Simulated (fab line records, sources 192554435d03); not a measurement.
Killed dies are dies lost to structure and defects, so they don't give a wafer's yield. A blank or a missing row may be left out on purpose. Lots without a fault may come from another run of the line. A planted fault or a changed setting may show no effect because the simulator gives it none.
Split-lot experiment | flow n5_finfet | 7 lots, 39 wafers read, on a route of 1938 steps

THE SPLIT
At N5_FIN_SAQP_HM_DEP_03 (deposits SiNx from SiH4/NH3/N2, target thk 38 nm, time 33.6 s), the setting time_s was moved away from the recipe's 33.6 s on 15 of the 39 wafers read, by -33.8% to +37.2%. The other wafers ran this setting at the recipe's value.

FROM THE SPLIT TO THE READING: what the file shows between them, 4 steps
- N5_FIN_SAQP_THK_MEAS_05
- N5_FIN_SAQP_PECVD_47: deposits a-Si from SiH4/He, target thk 45 nm, time 36.3 s
- N5_FIN_SAQP_PECVD_48: deposits SiNx from SiH4/NH3/N2, target thk 25 nm, time 22.1 s
- N5_FIN_SAQP_MANDREL2_REMOVE_60: chemistry HBr/Cl2/O2, target a-Si, stops on SiNx, bt time 10 s

THE READING
etch.depth_nm (the simulator's own value, which no gauge read), in nm, at N5_FIN_SAQP_HM_OPEN_33 (chemistry CH3F/O2, target SiNx, target depth 49.4 nm, time 70.6 s). The file gives no usual value for it. The 24 wafers here that ran the recipe average 36.87 nm, standard deviation 0.63 nm.

wafer  | tool, chamber at the split | time_s as run, s | against the recipe | etch.depth_nm, nm | against lot-mates on the recipe
L074.1 | pecvd-02, 1                | 33.6             | recipe             | 37.14             | -
L074.3 | pecvd-02, 0                | 33.6             | recipe             | 37.86             | -
L074.6 | pecvd-02, 2                | 33.6             | recipe             | 37.89             | -
L079.1 | pecvd-01, 1                | 33.6             | recipe             | 37.16             | -
L079.2 | pecvd-01, 0                | 33.6             | recipe             | 36.92             | -
L079.3 | pecvd-01, 2                | 40.2             | +19.6%             | 44.95             | +7.72
L079.4 | pecvd-01, 1                | 33.6             | recipe             | 37.62             | -
L079.5 | pecvd-01, 2                | 40.2             | +19.6%             | 45.3              | +8.07
L079.6 | pecvd-01, 0                | 40.2             | +19.6%             | 45.3              | +8.07
L084.1 | pecvd-03, 1                | 45.47            | +35.3%             | 49.77             | +13.21
L084.2 | pecvd-03, 0                | 33.6             | recipe             | 36.26             | -
L084.3 | pecvd-03, 2                | 33.6             | recipe             | 36.39             | -
L084.4 | pecvd-03, 0                | 45.47            | +35.3%             | 50.64             | +14.08
L084.5 | pecvd-03, 2                | 45.47            | +35.3%             | 50.64             | +14.08
L084.6 | pecvd-03, 1                | 33.6             | recipe             | 37.03             | -
L086.1 | pecvd-03, 2                | 33.6             | recipe             | 36.13             | -
L086.2 | pecvd-03, 0                | 46.1             | +37.2%             | 50.14             | +13.87
L086.3 | pecvd-03, 1                | 33.6             | recipe             | 36.62             | -
L086.4 | pecvd-03, 0                | 46.1             | +37.2%             | 50.68             | +14.41
L086.5 | pecvd-03, 1                | 46.1             | +37.2%             | 50.62             | +14.35
L086.6 | pecvd-03, 2                | 33.6             | recipe             | 36.05             | -
L088.1 | pecvd-01, 1                | 33.6             | recipe             | 37.48             | -
L088.2 | pecvd-01, 0                | 33.6             | recipe             | 37.29             | -
L088.3 | pecvd-01, 2                | 22.24            | -33.8%             | 25.24             | -12.34
L088.4 | pecvd-01, 0                | 22.24            | -33.8%             | 24.78             | -12.80
L088.5 | pecvd-01, 2                | 33.6             | recipe             | 37.98             | -
L088.6 | pecvd-01, 1                | 22.24            | -33.8%             | 25.18             | -12.40
L090.1 | pecvd-03, 2                | 33.6             | recipe             | 36.34             | -
L090.2 | pecvd-03, 0                | 33.6             | recipe             | 35.61             | -
L090.3 | pecvd-03, 2                | 33.6             | recipe             | 36.56             | -
L090.4 | pecvd-03, 0                | 33.6             | recipe             | 36.22             | -
L090.5 | pecvd-03, 0                | 33.6             | recipe             | 36.43             | -
L090.6 | pecvd-03, 2                | 33.6             | recipe             | 36.49             | -
L093.1 | pecvd-01, 0                | 24.76            | -26.3%             | 26.74             | -10.43
L093.2 | pecvd-01, 2                | 33.6             | recipe             | 37.01             | -
L093.3 | pecvd-01, 1                | 24.76            | -26.3%             | 27.5              | -9.67
L093.4 | pecvd-01, 1                | 24.76            | -26.3%             | 27.41             | -9.76
L093.5 | pecvd-01, 2                | 33.6             | recipe             | 37.14             | -
L093.6 | pecvd-01, 0                | 33.6             | recipe             | 37.35             | -

THE FIT
A straight line over all 39 wafers: etch.depth_nm changes by +0.37 nm for each +1% of time_s; r = +1.00; the points scatter about the line by 0.64 nm.
The same after taking each lot's own level away (the mean of its wafers on the recipe; 39 wafers): +0.382 nm for each +1%; r = +1.00; scatter 0.34 nm.
On that fit, the largest move of time_s shifts the reading by 14 nm.
The lots' own levels span 36.267 to 37.630 nm, that is 2.2 times the standard deviation above.
So the lot-to-lot level changes the slope little: the two slopes agree.
Check: with one of the wafers moved furthest among these (+37.2%) left out of the fit, the line predicts +14.4 nm for it against its lot-mates. It came out at +13.9 nm against them.

THE WHOLE CHAIN: every reading that the file lists as answering this split, in the file's order
step                    | what it does                                                      | reading                                                                            | change (the file's fit)               | r (the file's)
N5_FIN_SAQP_HM_DEP_03   | deposits SiNx from SiH4/NH3/N2, target thk 38 nm, time 33.6 s     | SiNx_of_FIN_SAQP_HM_DEP_03.thk_nm (the simulator's own value, which no gauge read) | +0.382 nm for each +1% of the setting | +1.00
N5_FIN_SAQP_THK_MEAS_05 |                                                                   | thk_nm                                                                             | withheld for each +1% of the setting  | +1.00
N5_FIN_SAQP_HM_OPEN_33  | chemistry CH3F/O2, target SiNx, target depth 49.4 nm, time 70.6 s | etch_rf_on_time_s                                                                  | withheld for each +1% of the setting  | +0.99
N5_FIN_SAQP_HM_OPEN_33  | chemistry CH3F/O2, target SiNx, target depth 49.4 nm, time 70.6 s | etch.depth_nm (the simulator's own value, which no gauge read)                     | +0.383 nm for each +1% of the setting | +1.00

THE FILE'S OWN FIT
etch.depth_nm changes by +0.383 nm for each +1% of time_s, r = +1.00.
